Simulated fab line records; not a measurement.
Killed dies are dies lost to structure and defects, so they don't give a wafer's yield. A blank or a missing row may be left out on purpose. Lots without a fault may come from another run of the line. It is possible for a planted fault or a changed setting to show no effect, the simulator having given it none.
The tool behind it: which one? | flow n5-finfet | 12 lots with 36 wafers sampled at 5 steps, on a route of 1938 steps

## WHAT EACH GAUGE READ, for each wafer
N5_BEOL_M2_INSPECT_59: inspects for defects (darkfield).
lot  | measured     | on                | raw-defect-count
L075 | day 7 02:05  | defect-inspect-01 | 106 74 98
L077 | day 7 19:17  | defect-inspect-01 | 73 57 63
L079 | day 8 07:28  | defect-inspect-01 | 45 40 47
L081 | day 8 21:41  | defect-inspect-02 | 86 96 82
L084 | day 9 03:28  | defect-inspect-02 | 66 65 89
L085 | day 9 15:56  | defect-inspect-01 | 55 99 74
L088 | day 10 12:59 | defect-inspect-01 | 76 73 117
L089 | day 10 16:37 | defect-inspect-02 | 121 102 126
L092 | day 11 04:56 | defect-inspect-01 | 63 35 48
L093 | day 11 14:56 | defect-inspect-02 | 109 79 73
L095 | day 12 16:25 | defect-inspect-02 | 41 37 72
L097 | day 12 22:41 | defect-inspect-02 | 125 89 77

## WHAT TOOL EACH LOT RAN ON (gives the tool, then ch and the chambers of the sampled wafers, and finally the start)
lot  | N5_BEOL_M2_ANNEAL_80         | N5_BEOL_M2_SPUTTER_94        | N5_BEOL_M2_ANNEAL_95         | N5_BEOL_M2_CO_CAP_55
L075 | pvd-sputter-01, day 6 23:34  | pvd-sputter-01, day 7 00:48  | pvd-sputter-01, day 7 00:53  | cvd-co-02 ch 0,1,2, day 7 01:53
L077 | pvd-sputter-01, day 7 16:43  | pvd-sputter-01, day 7 17:58  | pvd-sputter-01, day 7 18:02  | cvd-co-01 ch 0,1,2, day 7 19:04
L079 | pvd-sputter-03, day 8 04:56  | pvd-sputter-03, day 8 06:10  | pvd-sputter-03, day 8 06:15  | cvd-co-02 ch 0,1,2, day 8 07:15
L081 | pvd-sputter-01, day 8 18:25  | pvd-sputter-01, day 8 19:40  | pvd-sputter-01, day 8 19:44  | cvd-co-01 ch 1,2, day 8 21:29
L084 | pvd-sputter-02, day 9 00:54  | pvd-sputter-02, day 9 02:08  | pvd-sputter-02, day 9 02:13  | cvd-co-02 ch 1,2, day 9 03:16
L085 | pvd-sputter-01, day 9 13:23  | pvd-sputter-01, day 9 14:38  | pvd-sputter-01, day 9 14:43  | cvd-co-02 ch 0,2, day 9 15:44
L088 | pvd-sputter-03, day 10 10:22 | pvd-sputter-03, day 10 11:36 | pvd-sputter-03, day 10 11:41 | cvd-co-01 ch 1,2, day 10 12:45
L089 | pvd-sputter-03, day 10 14:02 | pvd-sputter-03, day 10 15:17 | pvd-sputter-03, day 10 15:22 | cvd-co-02 ch 1,2, day 10 16:23
L092 | pvd-sputter-01, day 11 02:23 | pvd-sputter-01, day 11 03:37 | pvd-sputter-01, day 11 03:42 | cvd-co-02 ch 0,1,2, day 11 04:44
L093 | pvd-sputter-01, day 11 12:23 | pvd-sputter-01, day 11 13:38 | pvd-sputter-01, day 11 13:43 | cvd-co-02 ch 0,1,2, day 11 14:44
L095 | pvd-sputter-03, day 12 13:52 | pvd-sputter-03, day 12 15:07 | pvd-sputter-03, day 12 15:11 | cvd-co-01 ch 1,2, day 12 16:13
L097 | pvd-sputter-03, day 12 20:02 | pvd-sputter-03, day 12 21:16 | pvd-sputter-03, day 12 21:21 | cvd-co-01 ch 0,1,2, day 12 22:28
- N5_BEOL_M2_ANNEAL_80: time 240 s.
- N5_BEOL_M2_SPUTTER_94: material Cu, target thk 4.5 nm, time 8.29 s.
- N5_BEOL_M2_ANNEAL_95: time 240 s.
- N5_BEOL_M2_CO_CAP_55: material Co, precursor CCTBA/H2, target thk 2 nm, time 102.1 s.

## THE ANSWER, worked out from the rows above alone
Rule: usual is defined by the lots themselves. Put in order of their means at a reading, lots are off if they are a third of the lots or fewer, leave a main group of 4 or more, and stand apart from it by a gap of 3 or more times the standard deviation of the main group's means; of several such gaps the widest counts. The tables above print the reading to a certain number of digits; a main group whose means all agree to those digits is not used. Also off: a lot with no number at a reading for which 4 or more lots have one. Any other lot the step has rows for is counted as sound.
None of the lots is off at any reading shown; this tells nothing.

## WHAT THE SIMULATOR PUT IN
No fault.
